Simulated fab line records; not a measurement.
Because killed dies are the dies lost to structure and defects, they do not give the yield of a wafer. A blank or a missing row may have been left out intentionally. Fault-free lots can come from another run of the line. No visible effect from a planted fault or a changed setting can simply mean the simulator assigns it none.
Matching of chambers :: flow n5 finfet :: rie diel-01 running N5_BEOL_M0_CUTY_ETCH_62: 4 sister chambers
The step etches SiARC in CF4, time 58.5 s. 4 wafers are shown with their chamber, then 10 later ones without.

## EACH WAFER AND ITS CHAMBER
wafer: L087.4
chamber: 3
etch rf on time s (s): 57.6

wafer: L087.6
chamber: 0
etch rf on time s (s): 56.2

wafer: L093.3
chamber: 2
etch rf on time s (s): 56.2

wafer: L093.4
chamber: 1
etch rf on time s (s): 60.0

## WAFERS WITHOUT THEIR CHAMBER
wafer: L093.5
etch rf on time s (s): 55.6

wafer: L095.1
etch rf on time s (s): 55.8

wafer: L095.5
etch rf on time s (s): 57.3

wafer: L095.6
etch rf on time s (s): 55.6

wafer: L097.1
etch rf on time s (s): 56.6

wafer: L097.4
etch rf on time s (s): 56.4

wafer: L097.5
etch rf on time s (s): 56.7

wafer: L096.1
etch rf on time s (s): 55.4

wafer: L096.2
etch rf on time s (s): 59.4

wafer: L096.3
etch rf on time s (s): 56.6

## CHAMBER TAKEN BY EACH
wafer: L093.5
from the rows above: can't be placed: 0 or 2
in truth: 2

wafer: L095.1
from the rows above: can't be placed: 0 or 2
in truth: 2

wafer: L095.5
from the rows above: can't be placed: 3 or 0 or 2
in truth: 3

wafer: L095.6
from the rows above: can't be placed: 0 or 2
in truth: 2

wafer: L097.1
from the rows above: can't be placed: 0 or 2 or 3
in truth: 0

wafer: L097.4
from the rows above: can't be placed: 0 or 2 or 3
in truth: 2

wafer: L097.5
from the rows above: can't be placed: 0 or 2 or 3
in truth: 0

wafer: L096.1
from the rows above: can't be placed: 0 or 2
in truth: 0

wafer: L096.2
from the rows above: 1
in truth: 1

wafer: L096.3
from the rows above: can't be placed: 0 or 2 or 3
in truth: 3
Correctly placed: 1 of 10. These rows do not allow placing 9 (true chamber among the candidates in 9). Placed wrongly: 0.
How it was worked out, from the rows above alone: a wafer's distance from a chamber is the root of the sum, over the readings, of the square of ((its reading less the chamber's mean) divided by the reading's scatter). If the next closest chamber is less than 2 further off than the closest, the wafer can't be placed; otherwise it belongs to the closest. The mean given for a chamber averages the wafers shown for that chamber. The scatter: with one shown wafer a chamber, the root of the mean of the squares of how far each hidden wafer lies from its nearest shown one.
